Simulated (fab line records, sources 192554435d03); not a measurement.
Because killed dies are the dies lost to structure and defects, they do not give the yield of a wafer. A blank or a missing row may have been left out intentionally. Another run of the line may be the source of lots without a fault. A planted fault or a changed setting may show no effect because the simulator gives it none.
One fault through the eyes of 2 desks	flow n5-finfet	what lay behind the numbers comes last; until then each desk has only its own

## FOR THE TOOL OWNER'S DESK: rie-si-04
The tool's own readings at N5_FIN_SAQP_FIN_ETCH_36 (etches the open film in HBr/Cl2/O2, target depth 120 nm, time 50.4 s): means of the sampled wafers that have a number, for each lot that ran on this tool. Any lot whose mean is over 4 standard deviations away from the usual mean is out of limits and marked OUT; that distance is given in the brackets.
Columns: A = bias-w at N5_FIN_SAQP_FIN_ETCH_36, usual 102.01 W; B = drypump-motor-current-A at N5_FIN_SAQP_FIN_ETCH_36, usual 5.7 A; C = oes_o_777_au at N5_FIN_SAQP_FIN_ETCH_36, usual 1.016 a.u.; D = oes-product-au at N5_FIN_SAQP_FIN_ETCH_36, usual 1.009 a.u.; E = throttle-valve-pct at N5_FIN_SAQP_FIN_ETCH_36, usual 36.00 %
lot	first seen here	A	B	C	D	E
L501	day 3 02:59	101.97	6.0	1.007	1.012	35.87
L508	day 4 23:50	101.94	5.6	1.012	1.021	35.98
L517	day 7 03:01	93.83 (-29) OUT	6.0	1.011	0.999	35.89
L518	day 7 09:56	93.89 (-29) OUT	6.0	1.010	0.993	35.88
This desk finds L517, L518 out of limits, L517 being first, at day 7 03:01 (bias-w at N5_FIN_SAQP_FIN_ETCH_36). L501, L508: within limits.

## AT THE METROLOGY DESK
Means of the sampled wafers that have a number, per lot and without regard to the tool the lot ran on: this is what the gauges read. Any lot whose mean is over 4 standard deviations away from the usual mean is out of limits and marked OUT; that distance is given in the brackets. It has 11 readings; the 7 that lie furthest out on some lot are the ones shown.
Columns: A = DIBL_N at N5_BEOL_M4_RC_MEAS_101, usual 35.9 mV/V; B = DIBL_P at N5_BEOL_M4_RC_MEAS_101, usual 35.9 mV/V; C = IOFF_N at N5_BEOL_M4_RC_MEAS_101, usual 0.155 nA/um; D = IOFF_P at N5_BEOL_M4_RC_MEAS_101, usual 0.201 nA/um; E = ION_N at N5_BEOL_M4_RC_MEAS_101, usual 672 uA/um; F = SS_N at N5_BEOL_M4_RC_MEAS_101, usual 71.6 mV/dec; G = VT_N at N5_BEOL_M4_RC_MEAS_101, usual 250.0 mV
lot	first seen here	A	B	C	D	E	F	G
L499	day 2 09:48	35.6	34.9	0.151	0.215	677	71.6	250.6
L501	day 2 22:43	35.9	36.2	0.168	0.212	675	71.5	248.9
L502	day 3 03:41	34.6	36.4	0.151	0.192	667	71.6	251.9
L508	day 4 17:14	33.8	36.3	0.149	0.208	671	71.7	249.4
L511	day 5 10:20	37.0	36.5	0.184	0.244	675	72.4	246.2
L513	day 5 21:32	38.3	36.3	0.162	0.208	676	71.6	249.1
L517	day 6 22:54	38.4	39.1	0.198	0.247	684	72.2	245.2
L518	day 7 05:17	36.2	38.3	0.208	0.246	681	71.8	243.9
L520	day 7 16:22	34.7	33.7	0.128	0.184	657	71.3	254.4
This desk's verdict: no lot among the 9 shows anything out of limits.

## TAKEN TOGETHER
The tool owner's desk had the chance to raise an alarm at day 7 03:01 on L517, L518.
Metrology desk: nothing out of limits seen.
The metrology desk has L517, L518 on record, within its limits.
Of the lots named, all ran N5_FIN_SAQP_FIN_ETCH_36 on rie-si-04.

## WHAT THE SIMULATOR HAD INSERTED
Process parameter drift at N5_FIN_SAQP_FIN_ETCH_36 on rie-si-04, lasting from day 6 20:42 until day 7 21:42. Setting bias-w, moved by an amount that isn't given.
Struck lots among those shown: L517, L518.
Each desk's first reading out of limits, in hours after the fault started: the tool owner's desk, 6.
